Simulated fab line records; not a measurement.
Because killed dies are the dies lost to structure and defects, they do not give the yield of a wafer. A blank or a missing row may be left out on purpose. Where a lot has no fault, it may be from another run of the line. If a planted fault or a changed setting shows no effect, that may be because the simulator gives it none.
8D (eight disciplines) problem report, filled in by code ; flow n5_finfet ; the parts of the form that need people (team, actions taken, sign-off) are left out

1. PROBLEM STATEMENT
Wafers with no fault read 14 with a standard deviation of 5.3, whereas killed_at_M4_up at N5_PASSIVATION_PROBE_49 reads a mean of 94 on 1 wafer of 1 lot. That is +15 standard deviations from the usual mean.
Earliest sighting: wafer L909.4 on prober-01 at day 15 00:15. The record holds 3 wafers of 1 lot with a number at this step. The rule behind "out" and "out of limits": a value lying over 4 standard deviations away from the usual mean. Any other wafer with a number is counted as sound.

2. WHAT IT IS; WHAT IT IS NOT
question;is;is not
which readings at this step;killed_at_M4_up, defect_limited_yield, killed_dies, sort_bin_5_function, sort_n_pass, sort_yield_pct;killed_at_M0_to_M3, killed_at_contacts, killed_at_front_end, killed_at_other, killed_open, killed_short, sort_bin_6_memory
which lots;L909;-
which wafers of those lots;L909.4;L909.1, L909.2
read on which tools;prober-01;-
when;from day 15 00:15;up to then (2 sound wafers)

3. THE SUSPECTS, EACH WITH WHAT RULES IT OUT
Counting: if a tool at a process step up to the reading ran every lot that is out, it stays a suspect. Sound lots after the first of them don't rule it out here, since some wafers of a struck lot are sound.
- pvd_sputter-01 at N5_BEOL_M14_PRE_CLEAN_42 (time 30 s): kept. It ran the lot that is out, L909 (day 14 00:31).
- pecvd-04 at N5_PASSIVATION_PECVD_35 (deposits SiNx from SiH4/NH3/N2, target thk 700 nm, time 151.3 s): kept. It ran the lot that is out, L909 (day 14 20:24).
- rie_diel-02 at N5_PASSIVATION_DESCUM_46 (chemistry O2, time 7.9 s): kept. It ran the lot that is out, L909 (day 14 21:03).
- prober-01 at N5_PASSIVATION_PROBE_49: kept. It ran the lot that is out, L909 (day 15 00:06). Its own readings are out on those wafers: defect_limited_yield, killed_at_M4_up, killed_dies, sort_bin_5_function, sort_n_pass, sort_yield_pct.
- Within rie_diel-02 at N5_PASSIVATION_DESCUM_46: the wafers that are out ran in chamber 2; their sound lot-mates ran in chambers 0, 3.
Left after counting: pvd_sputter-01 at N5_BEOL_M14_PRE_CLEAN_42, pecvd-04 at N5_PASSIVATION_PECVD_35, rie_diel-02 at N5_PASSIVATION_DESCUM_46, prober-01 at N5_PASSIVATION_PROBE_49.

4. THE CAUSE (what the simulator had put in)
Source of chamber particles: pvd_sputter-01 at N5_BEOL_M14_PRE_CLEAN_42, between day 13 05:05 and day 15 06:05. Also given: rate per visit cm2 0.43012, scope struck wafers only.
Of the 4 suspects that counting leaves, this tool is one.

5. SEQUENCE OF EFFECTS, ordered by route
Each row: a reading where the mean over the struck wafers with a number is more than 3 standard deviations away from the usual. Scope: only readings with a usual standard deviation given in the record; hours: median across lots of the time from each lot's start at the first step in this table that gives one to its start at this step; sigmas: change in usual standard deviations.
hours;step;reading;usual;on struck wafers;change;sigmas
0;N5_PASSIVATION_PROBE_49;defect_limited_yield;91.1 %;84.1;-7.0;-5.0
0;N5_PASSIVATION_PROBE_49;killed_at_M4_up;14;94;+80;+15
0;N5_PASSIVATION_PROBE_49;killed_dies;105;188;+83;+5.2
0;N5_PASSIVATION_PROBE_49;sort_bin_5_function;5.2 %;11.0;+5.8;+6.0
0;N5_PASSIVATION_PROBE_49;sort_n_pass;1075;992;-83;-5.2
0;N5_PASSIVATION_PROBE_49;sort_yield_pct;91.1 %;84.1;-7.0;-5.0
It contains these process steps:
- N5_PASSIVATION_PROBE_49

6. HOW IT WOULD HAVE BEEN CAUGHT EARLIER
The fault began at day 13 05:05; the first out-of-limits reading in this record came at day 15 00:15, 43 hours later.
No tool reading at N5_BEOL_M14_PRE_CLEAN_42 that has a usual standard deviation in the record was out on any struck wafer, so an alarm limit of 4 standard deviations on those readings would not have fired.
By day 15 00:15 the whole set of lots that are out, 1 in number, had already begun N5_BEOL_M14_PRE_CLEAN_42 on pvd_sputter-01. A hold on the tool at that time would have spared none of them.
